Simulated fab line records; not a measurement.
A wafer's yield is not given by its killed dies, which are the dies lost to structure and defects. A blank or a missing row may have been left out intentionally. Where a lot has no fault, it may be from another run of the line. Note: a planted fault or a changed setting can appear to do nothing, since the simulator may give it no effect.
Split-lot study :: flow n5_finfet :: route with 1938 steps; 7 lots, 21 wafers read

ABOUT THE SPLIT
At N5_FIN_SAQP_MANDREL_ETCH_22 (etches a-Si in HBr/Cl2, stops on SiNx, target depth 60 nm, bt time 10 s, time 30 s), the setting icp_w was moved away from the recipe's 800 W on 8 of the 21 wafers read, by -16.5% to +17.9%. This setting was run at the recipe's value on the other wafers.

Reading taken at the split's own step.

THE READING
SOC_of_FIN_SAQP_COAT_49.thk_nm (the simulator's own value, which no gauge read), in nm, at N5_FIN_SAQP_MANDREL_ETCH_22 (etches a-Si in HBr/Cl2, stops on SiNx, target depth 60 nm, bt time 10 s, time 30 s). No usual value for it is given in the file. The 13 wafers here that ran the recipe average 75.99 nm, standard deviation 0.39 nm.

wafer: L078.2
tool, chamber at the split: rie_si-03, 2
icp_w as run, W: 909.4
against the recipe: +13.7%
SOC_of_FIN_SAQP_COAT_49.thk_nm, nm: 74.72
against lot-mates on the recipe: -1.30

wafer: L078.5
tool, chamber at the split: rie_si-03, 1
icp_w as run, W: 800
against the recipe: recipe
SOC_of_FIN_SAQP_COAT_49.thk_nm, nm: 76.02
against lot-mates on the recipe: -

wafer: L078.6
tool, chamber at the split: rie_si-03, 0
icp_w as run, W: 909.4
against the recipe: +13.7%
SOC_of_FIN_SAQP_COAT_49.thk_nm, nm: 73.91
against lot-mates on the recipe: -2.11

wafer: L080.2
tool, chamber at the split: rie_si-03, 0
icp_w as run, W: 800
against the recipe: recipe
SOC_of_FIN_SAQP_COAT_49.thk_nm, nm: 75.05
against lot-mates on the recipe: -

wafer: L080.4
tool, chamber at the split: rie_si-03, 3
icp_w as run, W: 943.2
against the recipe: +17.9%
SOC_of_FIN_SAQP_COAT_49.thk_nm, nm: 73.7
against lot-mates on the recipe: -1.35

wafer: L080.5
tool, chamber at the split: rie_si-03, 2
icp_w as run, W: 943.2
against the recipe: +17.9%
SOC_of_FIN_SAQP_COAT_49.thk_nm, nm: 74.26
against lot-mates on the recipe: -0.79

wafer: L081.1
tool, chamber at the split: rie_si-03, 0
icp_w as run, W: 668.1
against the recipe: -16.5%
SOC_of_FIN_SAQP_COAT_49.thk_nm, nm: 76.97
against lot-mates on the recipe: +1.05

wafer: L081.3
tool, chamber at the split: rie_si-03, 2
icp_w as run, W: 800
against the recipe: recipe
SOC_of_FIN_SAQP_COAT_49.thk_nm, nm: 76.03
against lot-mates on the recipe: -

wafer: L081.4
tool, chamber at the split: rie_si-03, 3
icp_w as run, W: 800
against the recipe: recipe
SOC_of_FIN_SAQP_COAT_49.thk_nm, nm: 75.81
against lot-mates on the recipe: -

wafer: L082.1
tool, chamber at the split: rie_si-02, 2
icp_w as run, W: 800
against the recipe: recipe
SOC_of_FIN_SAQP_COAT_49.thk_nm, nm: 76.45
against lot-mates on the recipe: -

wafer: L082.3
tool, chamber at the split: rie_si-02, 1
icp_w as run, W: 800
against the recipe: recipe
SOC_of_FIN_SAQP_COAT_49.thk_nm, nm: 76.53
against lot-mates on the recipe: -

wafer: L082.4
tool, chamber at the split: rie_si-02, 0
icp_w as run, W: 735
against the recipe: -8.1%
SOC_of_FIN_SAQP_COAT_49.thk_nm, nm: 77.26
against lot-mates on the recipe: +0.77

wafer: L084.1
tool, chamber at the split: rie_si-01, 3
icp_w as run, W: 800
against the recipe: recipe
SOC_of_FIN_SAQP_COAT_49.thk_nm, nm: 76.02
against lot-mates on the recipe: -

wafer: L084.2
tool, chamber at the split: rie_si-01, 1
icp_w as run, W: 679.7
against the recipe: -15.0%
SOC_of_FIN_SAQP_COAT_49.thk_nm, nm: 77.64
against lot-mates on the recipe: +1.62

wafer: L084.5
tool, chamber at the split: rie_si-01, 0
icp_w as run, W: 679.7
against the recipe: -15.0%
SOC_of_FIN_SAQP_COAT_49.thk_nm, nm: 77.13
against lot-mates on the recipe: +1.11

wafer: L093.3
tool, chamber at the split: rie_si-01, 0
icp_w as run, W: 800
against the recipe: recipe
SOC_of_FIN_SAQP_COAT_49.thk_nm, nm: 75.86
against lot-mates on the recipe: -

wafer: L093.4
tool, chamber at the split: rie_si-01, 2
icp_w as run, W: 800
against the recipe: recipe
SOC_of_FIN_SAQP_COAT_49.thk_nm, nm: 76.1
against lot-mates on the recipe: -

wafer: L093.5
tool, chamber at the split: rie_si-01, 3
icp_w as run, W: 800
against the recipe: recipe
SOC_of_FIN_SAQP_COAT_49.thk_nm, nm: 75.73
against lot-mates on the recipe: -

wafer: L094.2
tool, chamber at the split: rie_si-01, 2
icp_w as run, W: 800
against the recipe: recipe
SOC_of_FIN_SAQP_COAT_49.thk_nm, nm: 76.53
against lot-mates on the recipe: -

wafer: L094.3
tool, chamber at the split: rie_si-01, 3
icp_w as run, W: 800
against the recipe: recipe
SOC_of_FIN_SAQP_COAT_49.thk_nm, nm: 75.64
against lot-mates on the recipe: -

wafer: L094.4
tool, chamber at the split: rie_si-01, 1
icp_w as run, W: 800
against the recipe: recipe
SOC_of_FIN_SAQP_COAT_49.thk_nm, nm: 76.07
against lot-mates on the recipe: -

THE FIT
A straight line over all 21 wafers: SOC_of_FIN_SAQP_COAT_49.thk_nm changes by -0.103 nm for each +1% of icp_w; r = -0.92; the points scatter about the line by 0.42 nm.
The same after taking each lot's own level away (the mean of its wafers on the recipe; 21 wafers): -0.0828 nm for each +1%; r = -0.92; scatter 0.34 nm.
Per that fit: largest icp_w move, reading shift of 1.5 nm.
Measured against the standard deviation above, the lots' own levels, which go from 75.050 to 76.490 nm, span 3.7 times it.
Hence the slope depends on the lot-to-lot level, as the two fits are not the same.
Check: with one of the wafers moved furthest among these (+17.9%) left out of the fit, the line predicts -1.54 nm for it against its lot-mates. It came out at -1.35 nm against them.

THE OTHER SPLITS THESE WAFERS WENT THROUGH
These wafers also went through other splits before the reading. Each is held against what the fit with the lots' levels taken away leaves over:
other split on the same wafers: N5_ZERO_LAYER_EXPOSE_08 dose_mj
wafers away from the commonest value: 7
r with SOC_of_FIN_SAQP_COAT_49.thk_nm (lot level and that fit taken away): -0.16

other split on the same wafers: N5_WELL_APT_COAT_02 spin_rpm
wafers away from the commonest value: 4
r with SOC_of_FIN_SAQP_COAT_49.thk_nm (lot level and that fit taken away): -0.06

other split on the same wafers: N5_FIN_SAQP_EXPOSE_13 dose_mj
wafers away from the commonest value: 9
r with SOC_of_FIN_SAQP_COAT_49.thk_nm (lot level and that fit taken away): +0.02

FILE'S OWN FIT
SOC_of_FIN_SAQP_COAT_49.thk_nm changes by -0.0809 nm for each +1% of icp_w, r = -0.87.
